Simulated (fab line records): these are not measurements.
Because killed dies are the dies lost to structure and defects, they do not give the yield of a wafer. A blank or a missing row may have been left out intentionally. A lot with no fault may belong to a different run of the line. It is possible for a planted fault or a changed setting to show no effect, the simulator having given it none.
Which of the tools did it?	flow nand-harc	Sampling: 24 lots, 72 wafers, 6 of 1302 route steps

WHAT THE GAUGES READ, wafer by wafer
No reading from a measuring or inspecting step in the record can be judged against a usual standard deviation.

EACH LOT AND THE TOOL THAT RAN IT (in order: tool; ch and the chambers of the sampled wafers; start)
lot	NHARC_A_STAIRCASE_ETCH_234	NHARC_A_STAIRCASE_ETCH_236	NHARC_A_STAIRCASE_HM_DEP_456	NHARC_A_STAIRCASE_DESCUM_270	NHARC_A_STAIRCASE_DESCUM_312	NHARC_A_STAIRCASE_ETCH_453
L074	rie-diel-13 ch 2,3, day 16 06:10 or earlier	rie-diel-13 ch 1,2,3, day 16 06:10 or earlier	acl-dep-02 ch 0, day 16 06:10	rie-diel-01 ch 2,3, day 16 09:01	rie-diel-06 ch 0,2,3, day 17 06:50	rie-diel-06 ch 1,2, no start
L075	rie-diel-06 ch 0,2,3, day 16 18:12 or earlier	rie-diel-06 ch 0,2,3, day 16 18:12 or earlier	acl-dep-03 ch 0, day 16 18:12	rie-diel-13 ch 0,1,2, day 16 20:44	rie-diel-01 ch 1,3, day 17 14:14	rie-diel-01 ch 0,2,3, no start
L076	rie-diel-01 ch 0,1,2, day 16 18:03 or earlier	rie-diel-01 ch 1,2, day 16 18:03 or earlier	acl-dep-02 ch 0, day 16 18:03	rie-diel-06 ch 1,2,3, day 16 20:54	rie-diel-06 ch 0,1,3, day 17 16:01	rie-diel-06 ch 1,2,3, no start
L077	rie-diel-01 ch 0,1,3, day 17 11:59 or earlier	rie-diel-01 ch 1,2,3, day 17 11:59 or earlier	acl-dep-03 ch 0, day 17 11:59	rie-diel-01 ch 0,2,3, day 17 14:20	rie-diel-01 ch 1,2,3, day 18 02:21	rie-diel-01 ch 0,1, no start
L078	rie-diel-06 ch 0,1,3, day 17 20:58 or earlier	rie-diel-06 ch 0,1,3, day 17 20:58 or earlier	acl-dep-03 ch 0, day 17 20:58	rie-diel-13 ch 0,2,3, day 17 23:41	rie-diel-06 ch 0,1,3, day 18 11:05	rie-diel-06 ch 1,2,3, no start
L080	rie-diel-06 ch 0,1,3, day 18 13:41 or earlier	rie-diel-06 ch 0,3, day 18 13:41 or earlier	acl-dep-02 ch 0, day 18 13:41	rie-diel-01 ch 1,2,3, day 18 16:13	rie-diel-13 ch 1,2,3, day 19 05:40	rie-diel-13 ch 1,2, no start
L079	rie-diel-01 ch 0,1,3, day 18 13:43 or earlier	rie-diel-01 ch 1,2,3, day 18 13:43 or earlier	acl-dep-01 ch 0, day 18 13:43	rie-diel-06 ch 0,2,3, day 18 16:34	rie-diel-06 ch 0,2,3, day 19 07:30	rie-diel-06 ch 0,2,3, no start
L081	rie-diel-13 ch 0,2,3, day 19 14:04 or earlier	rie-diel-13 ch 0,3, day 19 14:04 or earlier	acl-dep-01 ch 0, day 19 14:04	rie-diel-06 ch 0,3, day 19 16:19	rie-diel-13 ch 1,2, day 20 04:53	rie-diel-13 ch 2,3, no start
L083	rie-diel-01 ch 0,2,3, day 20 05:31 or earlier	rie-diel-01 ch 0,3, day 20 05:31 or earlier	acl-dep-02 ch 0, day 20 05:31	rie-diel-06 ch 2,3, day 20 08:01	rie-diel-01 ch 0,2,3, day 20 23:24	rie-diel-01 ch 0,2,3, no start
L082	rie-diel-13 ch 0,2,3, day 20 07:19 or earlier	rie-diel-13 ch 0,2, day 20 07:19 or earlier	acl-dep-02 ch 0, day 20 07:19	rie-diel-13 ch 1,2,3, day 20 09:50	rie-diel-01 ch 0,3, day 21 03:10	rie-diel-01 ch 0,3, no start
L084	rie-diel-06 ch 2,3, day 20 20:47 or earlier	rie-diel-06 ch 0,1,3, day 20 20:47 or earlier	acl-dep-01 ch 0, day 20 20:47	rie-diel-13 ch 0,2,3, day 20 22:53	rie-diel-06 ch 0,3, day 21 13:43	rie-diel-06 ch 0,1, no start
L086	rie-diel-06 ch 0,2,3, day 21 00:04 or earlier	rie-diel-06 ch 2,3, day 21 00:04 or earlier	acl-dep-01 ch 0, day 21 00:04	rie-diel-01 ch 0,2, day 21 02:37	rie-diel-01 ch 0,2,3, day 21 17:33	rie-diel-01 ch 0,2, no start
L085	rie-diel-06 ch 0,2,3, day 21 07:40 or earlier	rie-diel-06 ch 1,2, day 21 07:40 or earlier	acl-dep-01 ch 0, day 21 07:40	rie-diel-13 ch 1,2,3, day 21 09:55	rie-diel-13 ch 0,2,3, day 22 00:22	rie-diel-13 ch 0,1, no start
L087	rie-diel-13 ch 1,2,3, day 21 09:50 or earlier	rie-diel-13 ch 0,2,3, day 21 09:50 or earlier	acl-dep-02 ch 0, day 21 09:50	rie-diel-13 ch 0,1,2, day 21 12:16	rie-diel-06 ch 0,1,3, day 22 02:12	rie-diel-06 ch 1,2,3, no start
L088	rie-diel-06 ch 1,2,3, day 22 09:58 or earlier	rie-diel-06 ch 0,1,2, day 22 09:58 or earlier	acl-dep-02 ch 0, day 22 09:58	rie-diel-13 ch 1,2,3, day 22 12:52	rie-diel-01 ch 0,2,3, day 23 02:07	rie-diel-01 ch 0,1,2, no start
L089	rie-diel-13 ch 1,3, day 22 10:23 or earlier	rie-diel-13 ch 1,2,3, day 22 10:23 or earlier	acl-dep-03 ch 0, day 22 10:23	rie-diel-01 ch 1,3, day 22 13:15	rie-diel-01 ch 1,2,3, day 23 02:16	rie-diel-01 ch 1,2, no start
L090	rie-diel-01 ch 0,2, day 23 00:03 or earlier	rie-diel-01 ch 0,1,2, day 23 00:03 or earlier	acl-dep-02 ch 0, day 23 00:03	rie-diel-06 ch 1,2,3, day 23 02:37	rie-diel-06 ch 0,1,3, day 23 15:01	rie-diel-06 ch 1,2, no start
L091	rie-diel-01 ch 1,2, day 23 19:02 or earlier	rie-diel-01 ch 2,3, day 23 19:02 or earlier	acl-dep-01 ch 0, day 23 19:02	rie-diel-13 ch 2,3, day 23 21:16	rie-diel-06 ch 0,1,3, day 24 12:01	rie-diel-06 ch 0,2, no start
L093	rie-diel-13 ch 0,1, day 23 18:44 or earlier	rie-diel-13 ch 1,2,3, day 23 18:44 or earlier	acl-dep-03 ch 0, day 23 18:44	rie-diel-06 ch 0,1, day 23 21:35	rie-diel-13 ch 0,1,3, day 24 12:41	rie-diel-13 ch 0,1,2, no start
L092	rie-diel-01 ch 1,2,3, day 23 19:38 or earlier	rie-diel-01 ch 0,1,2, day 23 19:38 or earlier	acl-dep-02 ch 0, day 23 19:38	rie-diel-01 ch 0,1, day 23 22:28	rie-diel-06 ch 0,2,3, day 24 16:19	rie-diel-06 ch 0,1,3, no start
L094	rie-diel-13 ch 0,2,3, day 24 08:03 or earlier	rie-diel-13 ch 1,2,3, day 24 08:03 or earlier	acl-dep-02 ch 0, day 24 08:03	rie-diel-13 ch 0,2, day 24 10:44	rie-diel-06 ch 0,1,3, day 25 03:26	rie-diel-06 ch 1,2, no start
L096	rie-diel-01 ch 0,1,3, day 25 06:06 or earlier	rie-diel-01 ch 0,2,3, day 25 06:06 or earlier	acl-dep-02 ch 0, day 25 06:06	rie-diel-06 ch 0,1,2, day 25 08:30	rie-diel-06 ch 1,2,3, day 25 21:16	rie-diel-06 ch 1,2,3, no start
L095	rie-diel-06 ch 0,2, day 25 06:28 or earlier	rie-diel-06 ch 0,1,3, day 25 06:28 or earlier	acl-dep-03 ch 0, day 25 06:28	rie-diel-06 ch 0,2, day 25 09:00	rie-diel-01 ch 0,2, day 26 01:12	rie-diel-01 ch 1,2,3, no start
L097	rie-diel-13 ch 2,3, day 25 15:46 or earlier	rie-diel-13 ch 1,3, day 25 15:46 or earlier	acl-dep-03 ch 0, day 25 15:46	rie-diel-01 ch 0,2, day 25 18:18	rie-diel-01 ch 2,3, day 26 08:16	rie-diel-01 ch 2,3, no start
- NHARC_A_STAIRCASE_ETCH_234: etches the open film in C4F8/O2, target depth 100 nm, time 40.5 s.
- NHARC_A_STAIRCASE_ETCH_236: etches the open film in C4F8/O2, target depth 100 nm, time 40.5 s.
- NHARC_A_STAIRCASE_HM_DEP_456: deposits aC, target thk 3100 nm.
- NHARC_A_STAIRCASE_DESCUM_270: chemistry O2, time 3 s.
- NHARC_A_STAIRCASE_DESCUM_312: chemistry O2, time 3 s.
- NHARC_A_STAIRCASE_ETCH_453: etches the open film in CF4/O2, target depth 30 nm, overetch 3 nm, time 16.5 s.

AS READ BY THE TOOLS THEMSELVES (means over the sampled wafers that have a number; for cases with no such wafer, the mark the record gives instead)
NHARC_A_STAIRCASE_ETCH_234. Usual: oes-product-au 0.944 a.u., standard deviation 0.012; rf-vpp-V 897 V, standard deviation 4.6.
lot	tool	oes-product-au (a.u.)	rf-vpp-V (V)	flag
L074	rie-diel-13	0.936	897	
L075	rie-diel-06	0.933	895	
L076	rie-diel-01	0.937	898	
L077	rie-diel-01	0.948	903	
L078	rie-diel-06	0.945	891	
L080	rie-diel-06	0.946	891	
L079	rie-diel-01	0.935	903	
L081	rie-diel-13	0.956	898	
L083	rie-diel-01	0.944	900	
L082	rie-diel-13	0.944	897	
L084	rie-diel-06	0.935	896	
L086	rie-diel-06	0.943	893	
L085	rie-diel-06	0.946	894	
L087	rie-diel-13	0.955	899	
L088	rie-diel-06	0.930	899	
L089	rie-diel-13	0.957	899	
L090	rie-diel-01	0.937	897	
L091	rie-diel-01	0.933	895	
L093	rie-diel-13	0.953	901	
L092	rie-diel-01	0.940	896	
L094	rie-diel-13	0.947	896	
L096	rie-diel-01	0.943	901	
L095	rie-diel-06	0.945	892	
L097	rie-diel-13	0.952	896	

NHARC_A_STAIRCASE_ETCH_236. Usual: oes-product-au 0.943 a.u., standard deviation 0.012; rf-vpp-V 897 V, standard deviation 4.6.
lot	tool	oes-product-au (a.u.)	rf-vpp-V (V)	flag
L074	rie-diel-13	0.939	900	
L075	rie-diel-06	0.933	895	
L076	rie-diel-01	0.934	896	
L077	rie-diel-01	0.947	899	
L078	rie-diel-06	0.935	891	
L080	rie-diel-06	0.953	893	
L079	rie-diel-01	0.931	899	
L081	rie-diel-13	0.952	897	
L083	rie-diel-01	0.940	904	
L082	rie-diel-13	0.932	898	
L084	rie-diel-06	0.950	891	
L086	rie-diel-06	0.944	896	
L085	rie-diel-06	0.935	890	
L087	rie-diel-13	0.953	897	
L088	rie-diel-06	0.946	897	
L089	rie-diel-13	0.960	899	
L090	rie-diel-01	0.930	898	
L091	rie-diel-01	0.950	896	
L093	rie-diel-13	0.953	898	
L092	rie-diel-01	0.938	898	
L094	rie-diel-13	0.947	899	
L096	rie-diel-01	0.947	899	
L095	rie-diel-06	0.940	897	
L097	rie-diel-13	0.951	898	

NHARC_A_STAIRCASE_HM_DEP_456. Usual: throttle-valve-pct 35.001 %, standard deviation 0.0089.
lot	tool	throttle-valve-pct (%)	flag
L074	acl-dep-02	35.000	
L075	acl-dep-03	35.009	
L076	acl-dep-02	34.998	
L077	acl-dep-03	35.009	
L078	acl-dep-03	35.006	
L080	acl-dep-02	34.988	
L079	acl-dep-01	35.000	
L081	acl-dep-01	35.010	
L083	acl-dep-02	34.999	
L082	acl-dep-02	34.999	
L084	acl-dep-01	35.007	
L086	acl-dep-01	35.001	
L085	acl-dep-01	35.004	
L087	acl-dep-02	34.998	
L088	acl-dep-02	35.004	
L089	acl-dep-03	35.002	
L090	acl-dep-02	35.007	
L091	acl-dep-01	35.002	
L093	acl-dep-03	34.995	
L092	acl-dep-02	35.007	
L094	acl-dep-02	35.006	
L096	acl-dep-02	35.002	
L095	acl-dep-03	35.008	
L097	acl-dep-03	34.994	

NHARC_A_STAIRCASE_DESCUM_270. Usual: drypump-motor-current-A 5.7 A, standard deviation 0.34; oes-product-au 0.999 a.u., standard deviation 0.01; rf-vpp-V 57.8 V, standard deviation 0.87; showerhead-plenum-p-Torr 1.94 Torr, standard deviation 0.073; throttle-valve-pct 11.312 %, standard deviation 0.0089.
lot	tool	drypump-motor-current-A (A)	oes-product-au (a.u.)	rf-vpp-V (V)	showerhead-plenum-p-Torr (Torr)	throttle-valve-pct (%)	flag
L074	rie-diel-01	5.9	0.995	57.8	1.99	11.318	
L075	rie-diel-13	5.6	0.988	57.4	1.98	11.297	
L076	rie-diel-06	5.7	0.994	57.9	1.87	11.316	
L077	rie-diel-01	5.7	1.006	58.1	2.00	11.311	
L078	rie-diel-13	5.6	1.005	58.0	1.94	11.312	
L080	rie-diel-01	5.9	0.993	56.6	1.95	11.304	
L079	rie-diel-06	5.6	0.997	57.4	1.89	11.308	
L081	rie-diel-06	5.2	1.000	56.7	1.88	11.311	
L083	rie-diel-06	5.6	0.995	57.5	1.91	11.309	
L082	rie-diel-13	5.8	1.016	58.5	1.96	11.311	
L084	rie-diel-13	5.6	1.005	57.3	1.93	11.312	
L086	rie-diel-01	5.5	0.994	57.6	1.94	11.317	
L085	rie-diel-13	5.8	1.007	57.5	1.96	11.308	
L087	rie-diel-13	5.6	1.003	57.3	1.96	11.317	
L088	rie-diel-13	5.8	1.008	58.3	1.95	11.314	
L089	rie-diel-01	6.0	0.993	58.9	1.96	11.321	
L090	rie-diel-06	5.7	0.996	57.4	1.96	11.319	
L091	rie-diel-13	5.8	1.011	57.1	1.92	11.311	
L093	rie-diel-06	5.4	1.008	57.9	1.90	11.319	
L092	rie-diel-01	5.6	0.989	58.0	2.00	11.310	
L094	rie-diel-13	5.4	0.998	58.2	1.92	11.311	
L096	rie-diel-06	5.7	0.996	58.1	1.93	11.316	
L095	rie-diel-06	6.0	1.001	57.7	1.88	11.316	
L097	rie-diel-01	5.4	0.994	57.2	1.98	11.308	

NHARC_A_STAIRCASE_DESCUM_312. Usual: drypump-motor-current-A 5.6 A, standard deviation 0.35; oes-product-au 0.997 a.u., standard deviation 0.0094; rf-vpp-V 57.9 V, standard deviation 0.88; showerhead-plenum-p-Torr 1.93 Torr, standard deviation 0.082; throttle-valve-pct 11.311 %, standard deviation 0.0096.
lot	tool	drypump-motor-current-A (A)	oes-product-au (a.u.)	rf-vpp-V (V)	showerhead-plenum-p-Torr (Torr)	throttle-valve-pct (%)	flag
L074	rie-diel-06	5.6	0.993	58.1	1.89	11.310	
L075	rie-diel-01	6.1	0.995	57.7	2.00	11.309	
L076	rie-diel-06	5.4	0.998	57.9	1.84	11.325	
L077	rie-diel-01	5.9	0.991	58.4	1.95	11.302	
L078	rie-diel-06	5.4	1.007	57.3	1.84	11.310	
L080	rie-diel-13	5.8	1.010	57.9	1.96	11.305	
L079	rie-diel-06	5.6	0.989	57.5	1.89	11.318	
L081	rie-diel-13	5.8	1.003	58.6	1.99	11.311	
L083	rie-diel-01	5.7	0.993	57.5	1.99	11.306	
L082	rie-diel-01	5.9	0.992	57.8	2.04	11.307	
L084	rie-diel-06	5.3	0.998	57.2	1.85	11.315	
L086	rie-diel-01	5.7	0.999	58.2	1.99	11.307	
L085	rie-diel-13	5.6	1.007	58.3	1.93	11.318	
L087	rie-diel-06	5.4	1.001	58.6	1.94	11.309	
L088	rie-diel-01	5.7	0.994	58.3	1.98	11.307	
L089	rie-diel-01	5.9	0.996	57.8	1.94	11.314	
L090	rie-diel-06	5.4	0.999	57.1	1.93	11.314	
L091	rie-diel-06	5.4	0.996	57.8	1.93	11.305	
L093	rie-diel-13	5.7	1.000	57.9	1.96	11.310	
L092	rie-diel-06	5.6	1.000	58.1	1.87	11.314	
L094	rie-diel-06	5.4	0.999	57.2	1.93	11.316	
L096	rie-diel-06	5.7	0.991	57.3	1.95	11.307	
L095	rie-diel-01	5.4	0.989	58.9	1.98	11.323	
L097	rie-diel-01	5.7	0.994	57.2	1.92	11.313	

NHARC_A_STAIRCASE_ETCH_453. Usual: drypump-motor-current-A 5.6 A, standard deviation 0.36; oes_o_777_au 1.000 a.u., standard deviation 0.0044; oes-product-au 0.998 a.u., standard deviation 0.0095; rf-vpp-V 198.2 V, standard deviation 1.5; showerhead-plenum-p-Torr 1.35 Torr, standard deviation 0.058; throttle-valve-pct 13.398 %, standard deviation 0.0098.
lot	tool	drypump-motor-current-A (A)	oes_o_777_au (a.u.)	oes-product-au (a.u.)	rf-vpp-V (V)	showerhead-plenum-p-Torr (Torr)	throttle-valve-pct (%)	flag
L074	rie-diel-06	5.8	0.999	0.987	195.9	1.27	13.409	
L075	rie-diel-01	5.7	1.003	0.997	198.9	1.39	13.396	
L076	rie-diel-06	5.7	0.999	0.995	197.3	1.30	13.387	
L077	rie-diel-01	5.6	0.995	0.986	199.8	1.40	13.392	
L078	rie-diel-06	5.7	1.001	0.996	198.1	1.30	13.404	
L080	rie-diel-13	5.8	1.007	1.008	199.5	1.39	13.406	
L079	rie-diel-06	5.6	0.999	0.996	197.3	1.32	13.399	
L081	rie-diel-13	5.8	1.003	1.013	198.1	1.35	13.397	
L083	rie-diel-01	5.7	1.002	0.996	198.6	1.39	13.394	
L082	rie-diel-01	5.6	1.000	0.996	198.8	1.42	13.390	
L084	rie-diel-06	5.4	0.998	1.015	197.0	1.34	13.405	
L086	rie-diel-01	5.4	0.995	1.006	199.2	1.39	13.390	
L085	rie-diel-13	5.4	0.997	1.007	198.6	1.37	13.402	
L087	rie-diel-06	5.7	0.996	1.001	197.9	1.37	13.399	
L088	rie-diel-01	5.6	0.995	0.991	199.3	1.36	13.400	
L089	rie-diel-01	5.7	0.996	1.001	197.5	1.32	13.396	
L090	rie-diel-06	5.8	1.002	0.993	199.4	1.40	13.401	
L091	rie-diel-06	5.9	0.995	0.999	197.3	1.31	13.395	
L093	rie-diel-13	5.6	0.998	0.995	198.3	1.36	13.398	
L092	rie-diel-06	5.4	1.000	0.995	197.6	1.34	13.398	
L094	rie-diel-06	5.8	1.000	0.996	199.6	1.40	13.396	
L096	rie-diel-06	5.7	0.998	0.988	199.5	1.36	13.404	
L095	rie-diel-01	5.9	1.002	1.003	197.6	1.35	13.393	
L097	rie-diel-01	5.9	0.998	0.990	197.9	1.37	13.390	

THE ANSWER, worked out from the rows above alone
Rule: take the mean of a lot's wafers that have a number; if it is more than 3 standard deviations from the usual mean, the lot is off. A lot without any number at a reading at which 4 lots or more have one is off too. All remaining lots with rows at the step are treated as sound. After the gauges, taken in route order, come the tools' own readings; for these a lot's mean is taken, as printed above. At the first step where some lot is off, the reading lying furthest off is the one used; lots without a number count as furthest.
No lot is off at any reading shown: from this, nothing can be told.

WHAT HAD BEEN PUT IN BY THE SIMULATOR
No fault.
